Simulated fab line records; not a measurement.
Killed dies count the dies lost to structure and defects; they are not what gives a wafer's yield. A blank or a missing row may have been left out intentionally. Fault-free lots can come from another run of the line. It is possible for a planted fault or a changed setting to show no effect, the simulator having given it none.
What tool caused it? | flow n5-finfet | 27 wafers from 9 lots sampled at 5 of the route's 1938 steps

WHAT THE GAUGES READ, wafer by wafer
N5_BEOL_M4_RC_MEAS_101.
lot  | measured     | on        | DIBL_N (mV/V)
L848 | day 7 20:41  | prober-01 | 35.0 32.8 33.8
L850 | day 8 00:55  | prober-02 | 36.3 35.1 32.8
L853 | day 9 03:22  | prober-01 | 38.7 36.1 33.1
L857 | day 9 23:51  | prober-02 | 37.8 35.3 35.8
L860 | day 11 07:26 | prober-01 | 35.2 34.9 35.5
L865 | day 12 02:56 | prober-02 | 37.0 37.4 36.6
L868 | day 13 05:34 | prober-02 | 38.0 34.9 34.1
L870 | day 13 18:15 | prober-01 | 37.4 33.0 37.6
L871 | day 13 18:21 | prober-02 | 36.0 35.7 35.6

WHICH TOOL RAN EACH LOT (tool, then ch and the chambers of the sampled wafers, then the start)
lot  | N5_GATE_CUT_CUT_ETCH_53           | N5_GATE_CUT_CUT_ETCH_54           | N5_GATE_CUT_VAPOR_ETCH_49         | N5_GATE_CUT_STRIP_21
L848 | rie-metal-01 ch 0,1, day 4 15:37  | rie-metal-01 ch 0,1, day 4 15:40  | rie-metal-01 ch 0,1, day 4 15:49  | plasma-asher-01 ch 0,1, day 4 15:54
L850 | rie-metal-01 ch 0, day 4 22:27    | rie-metal-01 ch 0, day 4 22:34    | rie-metal-01 ch 0, day 4 22:51    | plasma-asher-01 ch 0,1, day 4 22:59
L853 | rie-metal-01 ch 0,1, day 5 22:26  | rie-metal-01 ch 0,1, day 5 22:29  | rie-metal-01 ch 0,1, day 5 22:38  | plasma-asher-01 ch 0,1, day 5 22:43
L857 | rie-metal-01 ch 0, day 6 18:59    | rie-metal-01 ch 0, day 6 19:03    | rie-metal-01 ch 0, day 6 19:12    | plasma-asher-01 ch 0,1, day 6 19:17
L860 | rie-metal-01 ch 0,1, day 7 11:59  | rie-metal-01 ch 0,1, day 7 12:03  | rie-metal-01 ch 0,1, day 7 12:12  | plasma-asher-02 ch 0,1, day 7 12:24
L865 | rie-metal-02 ch 0, day 8 17:01    | rie-metal-02 ch 0, day 8 17:08    | rie-metal-02 ch 0, day 8 17:26    | plasma-asher-02 ch 0,1, day 8 17:35
L868 | rie-metal-02 ch 0,1, day 9 10:37  | rie-metal-02 ch 0,1, day 9 10:41  | rie-metal-02 ch 0,1, day 9 10:50  | plasma-asher-02 ch 0,1, day 9 10:55
L870 | rie-metal-02 ch 1, day 10 00:27   | rie-metal-02 ch 1, day 10 00:34   | rie-metal-02 ch 1, day 10 00:52   | plasma-asher-01 ch 0,1, day 10 01:01
L871 | rie-metal-03 ch 0,1, day 10 07:59 | rie-metal-03 ch 0,1, day 10 08:02 | rie-metal-03 ch 0,1, day 10 08:11 | plasma-asher-01 ch 0,1, day 10 08:16
- N5_GATE_CUT_CUT_ETCH_53: etches W in SF6/Cl2, target depth 79.2 nm.
- N5_GATE_CUT_CUT_ETCH_54: etches TiN in Cl2/BCl3, target depth 96.7 nm.
- N5_GATE_CUT_VAPOR_ETCH_49: etches TiAlC in BCl3/Cl2.
- N5_GATE_CUT_STRIP_21: strips in N2/H2, time 30 s.

THE ANSWER, worked out from the rows above alone
Rule: usual is defined by the lots themselves. The widest of any qualifying gaps counts: lots, ordered by their means at a reading, are off when they make up no more than a third of the lots, leave a main group of 4 or more, and stand apart from it by 3 or more times the standard deviation of that group's means. If all means in a main group match to the digits the tables above print for the reading, that group is not used. Also off: a lot with no number at a reading for which 4 or more lots have one. All remaining lots with rows at the step are treated as sound.
Across all readings shown, no lot is off: no conclusion can be drawn from this.

WHAT HAD BEEN PUT IN BY THE SIMULATOR
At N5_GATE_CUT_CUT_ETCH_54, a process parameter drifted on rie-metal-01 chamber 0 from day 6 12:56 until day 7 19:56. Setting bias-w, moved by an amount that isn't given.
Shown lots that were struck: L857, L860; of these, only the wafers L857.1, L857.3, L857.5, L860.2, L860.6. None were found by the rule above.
